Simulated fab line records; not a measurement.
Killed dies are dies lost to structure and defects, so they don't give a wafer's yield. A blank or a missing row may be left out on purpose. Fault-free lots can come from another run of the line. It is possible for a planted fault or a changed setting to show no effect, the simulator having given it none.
Struck lot and sound lot, side by side / flow n5-finfet / 15 steps out of a route of 1938
Sound: the wafers L360.3, L360.5, L360.6. Struck: wafer L367.1. (L367.4, L367.5 of the same lot were not struck and are left out.) The cause comes at the end.
For every step that has rows: the tool of each side, followed by ch and its chambers, followed by its first start. Under that, the readings that differ: sound wafers / struck wafers / difference of the means / sigmas: that difference in standard deviations of wafers without a fault.
alike: readings with means less than 2 such deviations apart, plus words and numbers identical on both sides. not compared: withheld readings, readings lacking a value on some wafer, bounds such as >300 that could conceal the same value, and numbers that have no deviation in the record and whose values overlap.
The two part at a step that has a row with sigmas, a row that says differs or no value, or rows on one side only. When numbers do not overlap yet have no deviation, they are printed without sigmas and do not part them. A reading missing from all wafers of one side parts the sides only when that side holds two or more wafers.

N5_BEOL_M6_OVL_MEAS_29:
  sound on overlay-02 ch 0, day 8 07:51; struck on overlay-01 ch 0, day 10 02:52
  alike: V5_OVL
N5_BEOL_M6_INSPECT_30: inspects for defects (brightfield).
  struck on defect-inspect-02, day 10 02:55; sound on defect-inspect-01, day 8 07:54
  alike: raw-defect-count
N5_BEOL_M6_DESCUM_33: chemistry O2, time 7 s.
  sound on rie-diel-01 ch 1,2,3, day 8 07:56; struck on rie-diel-01 ch 3, day 10 03:32
  alike: drypump-motor-current-A, o2-flow-sccm, oes-product-au, rf-vpp-V, showerhead-plenum-p-Torr, throttle-valve-pct
  not compared: rf-hours-counter-h
then, 1 step without rows for these wafers: N5_BEOL_M6_ETCH_72 (etches underlayer in N2/H2, target depth 6.5 nm, time 5.2 s).
N5_BEOL_M6_ETCH_65: etches SiARC in CF4, target depth 15.6 nm, time 26 s.
  sound on rie-diel-01 ch 1,2,3, day 8 07:59; struck on rie-diel-01 ch 3, day 10 03:35
  alike: drypump-motor-current-A, etch-rf-on-time-s, oes-product-au, rf-vpp-V, showerhead-plenum-p-Torr, throttle-valve-pct
  not compared: rf-hours-counter-h
N5_BEOL_M6_ETCH_66: etches SOC in N2/H2, target depth 80 nm, overetch 16 nm, time 120 s.
  sound on rie-diel-01 ch 1,2,3, day 8 08:01; struck on rie-diel-01 ch 3, day 10 03:37
  alike: drypump-motor-current-A, h2-flow-sccm, n2-flow-sccm, oes-product-au, rf-vpp-V, showerhead-plenum-p-Torr, throttle-valve-pct
  not compared: rf-hours-counter-h
then, 5 steps without rows for these wafers: N5_BEOL_M6_STRIP_69 (strips in N2/H2); N5_BEOL_M6_STRIP_73 (strips in N2/H2); N5_BEOL_M6_VIA_ETCH_34 (etches SiCOH lowk in C4F6/O2, target depth 126.3 nm, time 50.9 s); N5_BEOL_M6_STRIP_76 (strips in C4F6/O2); N5_BEOL_M6_STRIP_36 (strips in N2/H2).
N5_BEOL_M6_TRENCH_ETCH_37: etches SiCOH lowk in C4F6/O2, target depth 94.435 nm, time 31.5 s.
  sound: rie-diel-01 ch 1,2,3; struck: rie-diel-01 ch 3
  alike: drypump-motor-current-A, oes_ar_750_au, oes-product-au, rf-vpp-V, showerhead-plenum-p-Torr, throttle-valve-pct
  not compared: rf-hours-counter-h
N5_BEOL_M6_ETCH_41: etches SiCN in CH3F/O2, target depth 29.7 nm, time 52 s.
  sound on rie-diel-01 ch 1,2,3, day 8 08:14; struck on rie-diel-01 ch 3, day 10 03:50
reading=model.etch.depth-nm (nm); sound=19.78 19.3 19.78; struck=16.43; difference=-3.19; sigmas=
  alike: drypump-motor-current-A, oes-product-au, rf-vpp-V, showerhead-plenum-p-Torr, throttle-valve-pct
  not compared: rf-hours-counter-h
N5_BEOL_M6_STRIP_80: strips in N2/H2, time 10 s.
  sound: rie-diel-01 ch 1,2,3; struck: rie-diel-01 ch 3
reading=h2-flow-sccm (sccm); sound=201.0 200.2 200.0; struck=199.0; difference=-1.4; sigmas=-2
  alike: drypump-motor-current-A, n2-flow-sccm, oes-product-au, rf-vpp-V, showerhead-plenum-p-Torr, throttle-valve-pct
  not compared: rf-hours-counter-h
next, for these wafers, 1 step has no rows: N5_PASSIVATION_PROBE_49.

== WHERE THEY PART ==
At N5_BEOL_M6_STRIP_80 and nowhere else, as far as this record goes.

WHY: what the simulator had put in
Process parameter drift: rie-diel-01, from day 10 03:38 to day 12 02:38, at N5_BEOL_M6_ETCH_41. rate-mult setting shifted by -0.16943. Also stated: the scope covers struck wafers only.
